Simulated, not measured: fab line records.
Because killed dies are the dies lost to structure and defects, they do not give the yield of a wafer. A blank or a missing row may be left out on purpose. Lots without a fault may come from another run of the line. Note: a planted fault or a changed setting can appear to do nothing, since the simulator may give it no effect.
A struck lot beside a sound one || flow nand_harc || 38 steps out of a route of 1159
Sound: wafers L795.2, L795.3, L795.6. The struck wafers were L798.1, L798.3, L798.4. The cause is given at the end.
For every step that has rows: the tool of each side, followed by ch and its chambers, followed by its first start. Under that, the readings that differ: sound wafers || struck wafers || difference of the means || sigmas: that difference in standard deviations of wafers without a fault.
alike: a reading whose means differ by less than 2 such deviations, as well as words and numbers matching on both sides. not compared: withheld readings; readings where some wafer has no value; bounds like >300 that might hide an equal value; numbers whose values overlap and for which the record gives no deviation.
The two part at a step that has a row with sigmas, a row that says differs or no value, or rows on one side only. When numbers do not overlap yet have no deviation, they are printed without sigmas and do not part them. Lack of a reading on every wafer of one side parts them only where that side has two or more wafers.

first, 2 steps without rows for these wafers: NHARC_P_BONDPAD_HARDBAKE_10 (time 65 s); NHARC_P_BONDPAD_DESCUM_11 (chemistry O2, time 3 s).
NHARC_P_BONDPAD_ETCH_37: etches the open film in N2/H2, target depth 60 nm, overetch 18 nm, time 65.91 s.
  sound on rie_diel-05 ch 2,3, day 7 10:26; struck on rie_diel-05 ch 1,2,3, day 8 04:59
  alike: drypump_motor_current_A, oes_product_au, rf_vpp_V, showerhead_plenum_p_Torr, throttle_valve_pct
  not compared: rf_hours_counter_h
NHARC_P_BONDPAD_ETCH_12: etches the open film in CHF3/O2, target depth 200 nm, time 100 s.
  sound: rie_diel-05 ch 0,2; struck: rie_diel-05 ch 0,2,3
  alike: drypump_motor_current_A, oes_product_au, rf_vpp_V, showerhead_plenum_p_Torr, throttle_valve_pct
  not compared: rf_hours_counter_h
NHARC_P_BONDPAD_CD_MEAS_13:
  sound: cd_sem-02 at day 7 10:44; struck: cd_sem-02 at day 8 05:13
  alike: cd_nm
NHARC_P_BONDPAD_STRIP_15: strips in O2.
  sound on rie_diel-13 ch 2,3, day 7 10:51; struck on rie_diel-13 ch 0,2,3, day 8 05:18
  alike: drypump_motor_current_A, oes_product_au, rf_vpp_V, showerhead_plenum_p_Torr, throttle_valve_pct
  not compared: rf_hours_counter_h
then, 4 steps without rows for these wafers: NHARC_P_BONDPAD_ETCH_24 (etches the open film in CF4/N2, target depth 30 nm, time 72.99 s); NHARC_P_BONDPAD_STRIP_16 (strips in post etch residue remover, time 600 s); NHARC_P_BONDPAD_DEGAS_25 (time 60 s); NHARC_P_BONDPAD_PRE_CLEAN_26 (time 30 s).
NHARC_P_BONDPAD_PVD_17: deposits TaN, target thk 5 nm, time 8.06 s.
  sound on pvd_sputter-02; struck on pvd_sputter-02
  alike: cathode_dc_power_W, substrate_temp_c, throttle_valve_pct
then, 1 step without rows for these wafers: NHARC_P_BONDPAD_PVD_27 (deposits Cu, target thk 30 nm, time 20.49 s).
NHARC_P_BONDPAD_ECD_18: material Cu, target thk 400 nm.
  sound on ecd_cu-02 ch 0,1, day 7 11:55; struck on ecd_cu-02 ch 0,1, day 8 06:15
  alike: bath_heat_duty_pct
then, 2 steps without rows for these wafers: NHARC_P_BONDPAD_ANNEAL_28 (time 90 s); NHARC_P_BONDPAD_CMP_19 (polishes, t overpolish 30 s, cu recess touch 16 s, target thk 160.81 nm).
NHARC_P_BONDPAD_THK_MEAS_20: measures by xrf.
  sound: film_metro-01 at day 7 12:59; struck: film_metro-02 at day 8 07:14
{"reading": "thk_nm (nm)", "sound": "162.1 163.0 161.2", "struck": "160.7 157.7 157.6", "difference": -3.4, "sigmas": -2}
then, 1 step without rows for these wafers: NHARC_P_BONDPAD_SRD_21 (time 30 s, dry time 20 s).
NHARC_P_BONDPAD_ACTIVATE_29: chemistry N2, time 60 s.
  sound on rie_diel-13 ch 0,3, day 7 13:16; struck on rie_diel-13 ch 0,1,2, day 8 07:30
  alike: drypump_motor_current_A, oes_product_au, rf_vpp_V, showerhead_plenum_p_Torr
  not compared: rf_hours_counter_h
then, 13 steps without rows for these wafers: NHARC_P_BONDPAD_PRECLEAN_30 (cleans in DIW, time 300 s); NHARC_P_BONDPAD_SRD_31 (time 30 s, dry time 20 s); NHARC_A_ZERO_WELL_PRECLEAN_00 (cleans in SPM, time 600 s); NHARC_A_ZERO_WELL_SRD_01; NHARC_A_ZERO_WELL_DEHYDRATE_02 (time 120 s); NHARC_A_ZERO_WELL_HMDS_03 (time 30 s); NHARC_A_ZERO_WELL_COAT_18 (time 65 s); NHARC_A_ZERO_WELL_COAT_04 (resist thk 600 nm); NHARC_A_ZERO_WELL_SOFTBAKE_05 (time 70 s); NHARC_A_ZERO_WELL_EBR_06; NHARC_A_ZERO_WELL_EXPOSE_07 (exposes mask A ZERO); NHARC_A_ZERO_WELL_PEB_08 (peb time 80 s); NHARC_A_ZERO_WELL_DEVELOP_09 (time 50 s).
NHARC_A_ZERO_WELL_CD_MEAS_10: target cd 2000 nm.
  sound on cd_sem-03 ch 0, day 7 14:23; struck on cd_sem-01 ch 0, day 8 08:38
  alike: cd_nm
then, 5 steps without rows for these wafers: NHARC_A_ZERO_WELL_HARDBAKE_11 (time 65 s); NHARC_A_ZERO_WELL_DESCUM_12 (chemistry O2, time 3 s); NHARC_A_ZERO_WELL_ETCH_19 (etches the open film in N2/H2, target depth 80 nm, overetch 24 nm, time 87.88 s); NHARC_A_ZERO_WELL_ETCH_13 (etches the open film in HBr/Cl2, target depth 120 nm, time 40.1 s); NHARC_A_ZERO_WELL_STRIP_14 (strips in SPM, time 900 s).
-- record jumps: 13 days between struck wafers' starts before vs after; left off in module A_ZERO_WELL, resumes in module END, first step shown is number 1159 of the route --
NHARC_END_SORT_01:
  here the record holds rows for the struck wafers (prober-02 ch 0, day 21 03:55) but none for the sound ones

== WHERE THEY PART ==
First at NHARC_P_BONDPAD_THK_MEAS_20; last, within this record, at NHARC_END_SORT_01.

WHY: whatever the simulator had introduced
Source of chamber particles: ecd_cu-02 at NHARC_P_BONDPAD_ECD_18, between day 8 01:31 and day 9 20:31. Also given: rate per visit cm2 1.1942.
